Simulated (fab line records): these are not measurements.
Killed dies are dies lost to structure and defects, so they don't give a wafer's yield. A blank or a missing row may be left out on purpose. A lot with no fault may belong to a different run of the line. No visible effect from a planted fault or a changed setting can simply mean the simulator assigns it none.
What tool caused it? ; flow nand-harc ; 24 lots with 72 wafers sampled at 6 steps, on a route of 1159 steps

WHAT THE GAUGES READ, wafer by wafer
NHARC_A_CONTACT_CD_MEAS_08 targets a cd of 100 nm.
lot;measured;on;cd-nm (nm)
L074;day 16 21:43;cd-sem-01;99.8 100.0 100.6
L076;day 17 14:59;cd-sem-02;100.4 100.1 100.1
L078;day 17 08:45;cd-sem-01;100.4 100.0 99.4
L077;day 17 20:00;cd-sem-01;100.3 100.2 100.6
L075;day 17 09:17;cd-sem-01;99.1 100.2 99.4
L080;day 17 15:18;cd-sem-01;99.8 100.5 99.2
L079;day 17 18:35;cd-sem-02;100.0 100.5 100.3
L081;day 18 22:35;cd-sem-02;101.0 99.2 99.8
L082;day 18 22:47;cd-sem-01;100.8 100.7 100.9
L083;day 19 07:38;cd-sem-01;100.4 100.5 100.6
L085;day 19 10:58;cd-sem-01;100.2 100.7 100.7
L084;day 19 13:32;cd-sem-01;100.5 100.5 100.0
L087;day 19 21:55;cd-sem-03;100.4 101.0 100.2
L086;day 20 19:02;cd-sem-02;99.4 99.2 99.8
L089;day 20 20:49;cd-sem-02;100.6 100.6 99.7
L088;day 20 15:08;cd-sem-02;100.3 99.6 99.8
L090;day 21 03:42;cd-sem-02;100.8 101.0 100.8
L091;day 21 16:11;cd-sem-03;99.2 99.9 99.8
L092;day 21 13:04;cd-sem-01;100.4 100.3 100.9
L093;day 21 22:55;cd-sem-02;100.2 100.0 99.8
L094;day 21 19:09;cd-sem-02;100.3 99.9 99.7
L095;day 21 13:58;cd-sem-03;100.7 100.4 100.5
L096;day 22 15:06;cd-sem-02;99.7 99.8 99.6
L097;day 22 21:47;cd-sem-03;100.1 100.6 99.9

WHAT TOOL EACH LOT RAN ON (gives the tool, then ch and the chambers of the sampled wafers, and finally the start)
lot;NHARC_A_STAIRCASE_TRIM_222;NHARC_A_STAIRCASE_ALD_420;NHARC_A_SGD_CUT_ETCHBACK_24;NHARC_A_SGD_CUT_STRIP_28;NHARC_A_CONTACT_ETCH_126
L074;rie-diel-02 ch 1,3, day 12 06:59 or earlier;ald-hk-04 ch 2,3, day 12 06:59;rie-diel-10 ch 2,3, day 14 05:58;rie-diel-10 ch 1,2,3, day 16 16:40 or earlier;har-cap-etch-02 ch 0, day 16 16:40
L076;rie-diel-05 ch 1,2, day 12 16:41 or earlier;ald-hk-04 ch 1,2,3, day 12 16:41;rie-diel-10 ch 0,1,2, day 14 20:48;rie-diel-10 ch 2,3, day 17 09:16 or earlier;har-cap-etch-03 ch 0,1, day 17 09:16
L078;rie-diel-05 ch 1,2,3, day 13 00:44 or earlier;ald-hk-01 ch 1,2,3, day 13 00:44;rie-diel-10 ch 0,1, day 14 20:40;rie-diel-10 ch 1,2,3, day 17 03:58 or earlier;har-cap-etch-01 ch 0,1, day 17 03:58
L077;rie-diel-11 ch 0,2,3, day 13 00:34 or earlier;ald-hk-04 ch 1,2,3, day 13 00:34;rie-diel-09 ch 1,2,3, day 14 20:39;rie-diel-09 ch 2,3, day 17 15:14 or earlier;har-cap-etch-01 ch 0,1, day 17 15:14
L075;rie-diel-11 ch 0,1,3, day 13 05:21 or earlier;ald-hk-04 ch 0,1,2, day 13 05:21;rie-diel-08 ch 0,1,3, day 14 20:39;rie-diel-08 ch 0,1,2, day 17 04:29 or earlier;har-cap-etch-03 ch 0,1, day 17 04:29
L080;rie-diel-02 ch 0,1,2, day 13 07:56 or earlier;ald-hk-02 ch 1,2,3, day 13 07:56;rie-diel-09 ch 0,1,3, day 15 01:49;rie-diel-09 ch 0,1,3, day 17 09:43 or earlier;har-cap-etch-02 ch 0,1, day 17 09:43
L079;rie-diel-11 ch 1,2,3, day 13 07:44 or earlier;ald-hk-04 ch 0,2,3, day 13 07:44;rie-diel-09 ch 0,2,3, day 14 20:47;rie-diel-09 ch 0,1, day 17 13:55 or earlier;har-cap-etch-02 ch 1, day 17 13:55
L081;rie-diel-11 ch 1,2,3, day 14 06:49 or earlier;ald-hk-01 ch 0,1,3, day 14 06:49;rie-diel-09 ch 0,1,2, day 16 05:32;rie-diel-09 ch 0,1,2, day 18 16:53 or earlier;har-cap-etch-03 ch 0,1, day 18 16:53
L082;rie-diel-11 ch 0,3, day 14 05:44 or earlier;ald-hk-04 ch 1,3, day 14 05:44;rie-diel-10 ch 1,2, day 16 05:32;rie-diel-10 ch 0,2,3, day 18 17:17 or earlier;har-cap-etch-02 ch 0,1, day 18 17:17
L083;rie-diel-11 ch 2,3, day 14 12:26 or earlier;ald-hk-01 ch 0,1, day 14 12:26;rie-diel-09 ch 0,2,3, day 16 15:47;rie-diel-09 ch 0,1, day 19 02:41 or earlier;har-cap-etch-02 ch 0,1, day 19 02:41
L085;rie-diel-05 ch 0,2, day 14 18:01 or earlier;ald-hk-02 ch 0,3, day 14 18:01;rie-diel-08 ch 0,1, day 16 15:44;rie-diel-08 ch 1,2, day 19 06:14 or earlier;har-cap-etch-01 ch 0,1, day 19 06:14
L084;rie-diel-11 ch 0,1, day 14 18:00 or earlier;ald-hk-01 ch 2,3, day 14 18:00;rie-diel-10 ch 0,1,3, day 16 15:46;rie-diel-10 ch 1,2,3, day 19 08:31 or earlier;har-cap-etch-03 ch 0,1, day 19 08:31
L087;rie-diel-02 ch 0,3, day 15 01:52 or earlier;ald-hk-01 ch 0,1,2, day 15 01:52;rie-diel-10 ch 0,2, day 17 05:00;rie-diel-10 ch 0,2, day 17 05:09;har-cap-etch-01 ch 0,1, day 19 17:14
L086;rie-diel-11 ch 0,1,2, day 15 18:58 or earlier;ald-hk-02 ch 0,2,3, day 15 18:58;rie-diel-09 ch 0,1,3, day 17 22:31;rie-diel-09 ch 0,1,3, day 20 13:50 or earlier;har-cap-etch-02 ch 0,1, day 20 13:50
L089;rie-diel-11 ch 1,2, day 15 19:17 or earlier;ald-hk-04 ch 1,2,3, day 15 19:17;rie-diel-08 ch 0,3, day 17 22:32;rie-diel-08 ch 0,2,3, day 20 15:43 or earlier;har-cap-etch-03 ch 0,1, day 20 15:43
L088;rie-diel-11 ch 0,1,2, day 15 20:04 or earlier;ald-hk-02 ch 0,2, day 15 20:04;rie-diel-10 ch 0,2,3, day 17 22:42;rie-diel-10 ch 0,1,2, day 20 09:29 or earlier;har-cap-etch-03 ch 0,1, day 20 09:29
L090;rie-diel-11 ch 0,1, day 16 10:16 or earlier;ald-hk-01 ch 0,1, day 16 10:16;rie-diel-10 ch 0,1,3, day 18 05:34;rie-diel-10 ch 0,1,3, day 20 21:44 or earlier;har-cap-etch-02 ch 0,1, day 20 21:44
L091;rie-diel-11 ch 0,1,2, day 16 14:54 or earlier;ald-hk-01 ch 1,2, day 16 14:54;rie-diel-10 ch 1,3, day 18 10:59;rie-diel-10 ch 2,3, day 21 10:43 or earlier;har-cap-etch-03 ch 0,1, day 21 10:43
L092;rie-diel-11 ch 1,2, day 16 09:29 or earlier;ald-hk-01 ch 0,1,3, day 16 09:29;rie-diel-08 ch 0,2,3, day 18 05:35;rie-diel-08 ch 0,3, day 21 03:32 or earlier;har-cap-etch-02 ch 0,1, day 21 03:32
L093;rie-diel-05 ch 0,1,3, day 16 22:06 or earlier;ald-hk-01 ch 1,2,3, day 16 22:06;rie-diel-10 ch 0,2, day 18 16:15;rie-diel-10 ch 0,3, day 21 18:03 or earlier;har-cap-etch-01 ch 0,1, day 21 18:03
L094;rie-diel-11 ch 0,2,3, day 16 21:58 or earlier;ald-hk-02 ch 0,1,2, day 16 21:58;rie-diel-09 ch 1,2,3, day 18 16:15;rie-diel-09 ch 1,2,3, day 21 13:23 or earlier;har-cap-etch-01 ch 0,1, day 21 13:23
L095;rie-diel-05 ch 0,1, day 17 01:07 or earlier;ald-hk-04 ch 0,1,3, day 17 01:07;rie-diel-08 ch 1,2, day 18 16:16;rie-diel-08 ch 0,3, day 21 05:01 or earlier;har-cap-etch-01 ch 0,1, day 21 05:01
L096;rie-diel-05 ch 0,3, day 17 14:38 or earlier;ald-hk-04 ch 0,2, day 17 14:38;rie-diel-09 ch 0,3, day 19 13:35;rie-diel-09 ch 1,2,3, day 22 06:39 or earlier;har-cap-etch-02 ch 0,1, day 22 06:39
L097;rie-diel-05 ch 0,2, day 18 07:09 or earlier;ald-hk-04 ch 1,2,3, day 18 07:09;rie-diel-09 ch 2,3, day 20 01:33;rie-diel-09 ch 1,2, day 22 13:23 or earlier;har-cap-etch-03 ch 0,1, day 22 13:23
- NHARC_A_STAIRCASE_TRIM_222: chemistry O2, time 211.2 s.
- NHARC_A_STAIRCASE_ALD_420: deposits SiO2, target thk 20 nm, pulse time 6 s, ald cycles 200.
- NHARC_A_SGD_CUT_ETCHBACK_24: etches the open film in CH3F/O2, target depth 50 nm, time 92.857 s.
- NHARC_A_SGD_CUT_STRIP_28: strips in O2, time 20 s.
- NHARC_A_CONTACT_ETCH_126: etches the open film in C4F8/O2/Ar, time 155 s, target depth 956 nm.

AS READ BY THE TOOLS THEMSELVES (means over the sampled wafers that have a number; for cases with no such wafer, the mark the record gives instead)
NHARC_A_STAIRCASE_TRIM_222.
lot;tool;drypump-motor-current-A (A);oes-product-au (a.u.);rf-vpp-V (V);showerhead-plenum-p-Torr (Torr);throttle-valve-pct (%)
L074;rie-diel-02;5.89;1.007;57.5;3.52;17.040
L076;rie-diel-05;5.63;1.003;58.3;3.60;17.037
L078;rie-diel-05;5.59;1.007;58.0;3.62;17.031
L077;rie-diel-11;5.84;1.001;57.8;3.47;17.034
L075;rie-diel-11;5.70;1.003;57.6;3.46;17.041
L080;rie-diel-02;5.66;1.012;57.3;3.37;17.038
L079;rie-diel-11;5.65;0.990;57.7;3.46;17.039
L081;rie-diel-11;5.66;0.996;56.9;3.45;17.042
L082;rie-diel-11;5.89;1.001;57.4;3.47;17.027
L083;rie-diel-11;5.58;0.993;58.5;3.56;17.035
L085;rie-diel-05;5.54;0.988;57.3;3.51;17.034
L084;rie-diel-11;5.80;0.995;56.5;3.34;17.041
L087;rie-diel-02;5.48;1.020;56.9;3.46;17.035
L086;rie-diel-11;5.91;1.002;57.8;3.35;17.032
L089;rie-diel-11;5.85;0.998;57.8;3.35;17.037
L088;rie-diel-11;5.91;0.991;57.5;3.35;17.039
L090;rie-diel-11;5.78;1.004;56.9;3.33;17.036
L091;rie-diel-11;5.92;1.003;57.4;3.35;17.044
L092;rie-diel-11;5.76;0.996;57.3;3.33;17.032
L093;rie-diel-05;5.62;0.999;58.0;3.54;17.042
L094;rie-diel-11;5.83;1.009;57.1;3.46;17.031
L095;rie-diel-05;5.68;0.992;57.6;3.52;17.041
L096;rie-diel-05;5.59;1.005;57.8;3.46;17.043
L097;rie-diel-05;5.58;1.001;57.5;3.43;17.042

NHARC_A_STAIRCASE_ALD_420.
lot;tool;heater-power-w (W);precursor-pulse-height-rel
L074;ald-hk-04;462;1.002
L076;ald-hk-04;469;1.010
L078;ald-hk-01;479;0.984
L077;ald-hk-04;460;1.015
L075;ald-hk-04;458;0.998
L080;ald-hk-02;458;0.990
L079;ald-hk-04;455;0.978
L081;ald-hk-01;474;1.023
L082;ald-hk-04;453;1.001
L083;ald-hk-01;460;1.005
L085;ald-hk-02;443;1.020
L084;ald-hk-01;513;0.999
L087;ald-hk-01;479;1.004
L086;ald-hk-02;443;1.009
L089;ald-hk-04;469;1.007
L088;ald-hk-02;440;0.984
L090;ald-hk-01;457;0.975
L091;ald-hk-01;499;0.998
L092;ald-hk-01;477;1.002
L093;ald-hk-01;489;0.970
L094;ald-hk-02;445;1.011
L095;ald-hk-04;446;0.990
L096;ald-hk-04;491;0.989
L097;ald-hk-04;460;1.026

NHARC_A_SGD_CUT_ETCHBACK_24.
lot;tool;drypump-motor-current-A (A);oes-product-au (a.u.);rf-vpp-V (V);showerhead-plenum-p-Torr (Torr);throttle-valve-pct (%)
L074;rie-diel-10;5.8;1.00;244.8;2.48;20.664
L076;rie-diel-10;5.2;0.96;242.9;2.41;20.662
L078;rie-diel-10;4.9;0.93;243.0;2.43;20.658
L077;rie-diel-09;5.9;0.99;245.9;2.62;20.664
L075;rie-diel-08;5.8;0.99;244.7;2.50;20.663
L080;rie-diel-09;6.0;0.93;245.8;2.51;20.662
L079;rie-diel-09;6.0;0.99;245.7;2.53;20.670
L081;rie-diel-09;6.1;0.92;245.5;2.51;20.669
L082;rie-diel-10;5.2;1.01;245.6;2.45;20.658
L083;rie-diel-09;6.0;0.93;245.3;2.53;20.666
L085;rie-diel-08;6.1;1.00;244.5;2.57;20.664
L084;rie-diel-10;5.3;1.00;244.7;2.48;20.660
L087;rie-diel-10;5.3;0.93;243.1;2.36;20.671
L086;rie-diel-09;6.0;1.00;244.9;2.51;20.655
L089;rie-diel-08;6.1;0.93;244.7;2.47;20.666
L088;rie-diel-10;5.6;0.99;245.1;2.45;20.665
L090;rie-diel-10;5.3;0.98;244.2;2.47;20.657
L091;rie-diel-10;5.3;1.02;245.0;2.52;20.656
L092;rie-diel-08;5.8;0.99;242.7;2.38;20.662
L093;rie-diel-10;5.2;1.01;242.8;2.36;20.663
L094;rie-diel-09;5.9;1.00;246.2;2.61;20.650
L095;rie-diel-08;5.4;1.00;244.7;2.49;20.664
L096;rie-diel-09;6.1;1.01;243.7;2.43;20.662
L097;rie-diel-09;5.8;0.99;245.6;2.64;20.660

NHARC_A_SGD_CUT_STRIP_28.
lot;tool;drypump-motor-current-A (A);oes-product-au (a.u.);rf-vpp-V (V);showerhead-plenum-p-Torr (Torr);throttle-valve-pct (%)
L074;rie-diel-10;5.6;1.009;57.9;3.59;17.041
L076;rie-diel-10;6.0;1.008;58.0;3.66;17.036
L078;rie-diel-10;5.6;1.002;59.4;3.59;17.042
L077;rie-diel-09;5.9;0.987;58.7;3.77;17.050
L075;rie-diel-08;5.7;0.997;58.9;3.56;17.034
L080;rie-diel-09;6.0;1.001;57.0;3.60;17.034
L079;rie-diel-09;6.1;1.005;58.0;3.45;17.045
L081;rie-diel-09;6.1;1.000;58.1;3.59;17.033
L082;rie-diel-10;5.6;0.999;57.4;3.53;17.042
L083;rie-diel-09;6.1;1.003;58.4;3.45;17.036
L085;rie-diel-08;5.4;0.994;57.3;3.43;17.035
L084;rie-diel-10;5.6;1.002;57.5;3.59;17.052
L087;rie-diel-10;5.2;1.004;57.9;3.39;17.039
L086;rie-diel-09;6.0;1.002;57.7;3.60;17.045
L089;rie-diel-08;5.8;0.994;57.0;3.42;17.035
L088;rie-diel-10;5.2;1.008;57.5;3.45;17.032
L090;rie-diel-10;5.3;1.013;58.4;3.55;17.035
L091;rie-diel-10;5.9;0.999;59.2;3.65;17.037
L092;rie-diel-08;6.2;0.991;57.4;3.55;17.039
L093;rie-diel-10;5.3;1.012;57.7;3.48;17.037
L094;rie-diel-09;5.9;0.998;58.6;3.74;17.034
L095;rie-diel-08;6.2;0.998;56.6;3.55;17.037
L096;rie-diel-09;5.9;0.998;58.1;3.74;17.029
L097;rie-diel-09;6.0;0.995;58.6;3.71;17.041

THE ANSWER, worked out from the rows above alone
Rule: what is usual is taken from the lots themselves. The widest of any qualifying gaps counts: lots, ordered by their means at a reading, are off when they make up no more than a third of the lots, leave a main group of 4 or more, and stand apart from it by 3 or more times the standard deviation of that group's means. A main group whose means are all the same, to the digits that the tables above print for the reading, isn't used. Also off: a lot with no number at a reading for which 4 or more lots have one. The other lots that the step has rows for count as sound. Order of review: gauges by route order, followed by the tools' own readings, for which a lot's mean as printed above is used. The first step at which some lot is off is used, and at that step the reading that is off furthest; a lot without a number counts as furthest.
None of the lots is off at any reading shown; this tells nothing.

WHAT THE SIMULATOR PUT IN
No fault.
